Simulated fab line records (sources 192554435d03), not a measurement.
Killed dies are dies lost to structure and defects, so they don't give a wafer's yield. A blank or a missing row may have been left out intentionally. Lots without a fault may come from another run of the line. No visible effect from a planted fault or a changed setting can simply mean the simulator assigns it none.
Matching of chambers	flow n5 finfet	N5_HKMG_FIN_NWFM_ALD_20 on ald metal-04 has 4 sister chambers
The step deposits TiAlC, target thk 2 nm, pulse time 3 s, purge time 2 s. 14 wafers are shown with their chamber, then 7 later ones without.

== EACH WAFER AND ITS CHAMBER ==
wafer	chamber	heater power outer w (W)	heater power w (W)	precursor pulse height rel
L074.2	2	231	445	0.992
L074.3	3	271	503	1.000
L074.4	1	253	447	1.030
L078.1	1	243	461	1.019
L078.3	2	238	449	0.979
L078.5	1	245	463	0.969
L085.1	1	247	468	0.999
L085.3	2	232	448	0.998
L085.6	3	273	492	0.991
L091.3	2	233	452	1.022
L091.4	0	312	548	0.958
L091.5	2	237	445	1.014
L095.1	2	241	444	0.985
L095.2	3	272	509	1.009

SIGNATURES (means of the wafers above)
reading	chamber 0	chamber 1	chamber 2	chamber 3	scatter within a chamber
heater power outer w	312.00	247.00	235.33	272.00	3.68
heater power w	548.00	459.75	447.17	501.33	6.62
precursor pulse height rel	0.95800	1.00425	0.99833	1.00000	0.0193
Rule: for each reading, subtract the chamber's mean from the wafer's reading, divide by that reading's scatter and square the result; add these up over the readings and take the root, which gives the wafer's distance from the chamber. If the next closest chamber is less than 2 further off than the closest, the wafer can't be placed; otherwise it belongs to the closest. How the scatter is found: for the shown wafers, subtract from each reading the mean of its chamber, square and add these, divide the total by (wafers less chambers), then take the root.

== WAFERS WHOSE CHAMBER IS MISSING ==
wafer	heater power outer w (W)	heater power w (W)	precursor pulse height rel
L095.3	312	577	0.981
L095.4	248	469	0.967
L095.5	315	556	0.988
L095.6	270	506	1.002
L097.3	231	442	0.996
L097.5	249	463	0.975
L097.6	238	451	0.999

== THE CHAMBER EACH PASSED THROUGH ==
wafer	from the rows above	in truth
L095.3	0	0
L095.4	1	1
L095.5	0	0
L095.6	3	3
L097.3	2	2
L097.5	1	1
L097.6	can't be placed: 2 or 1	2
6 of 7 placed correctly. Not placeable from these rows: 1 (in 1, the candidates include the true chamber). Wrongly placed: 0.
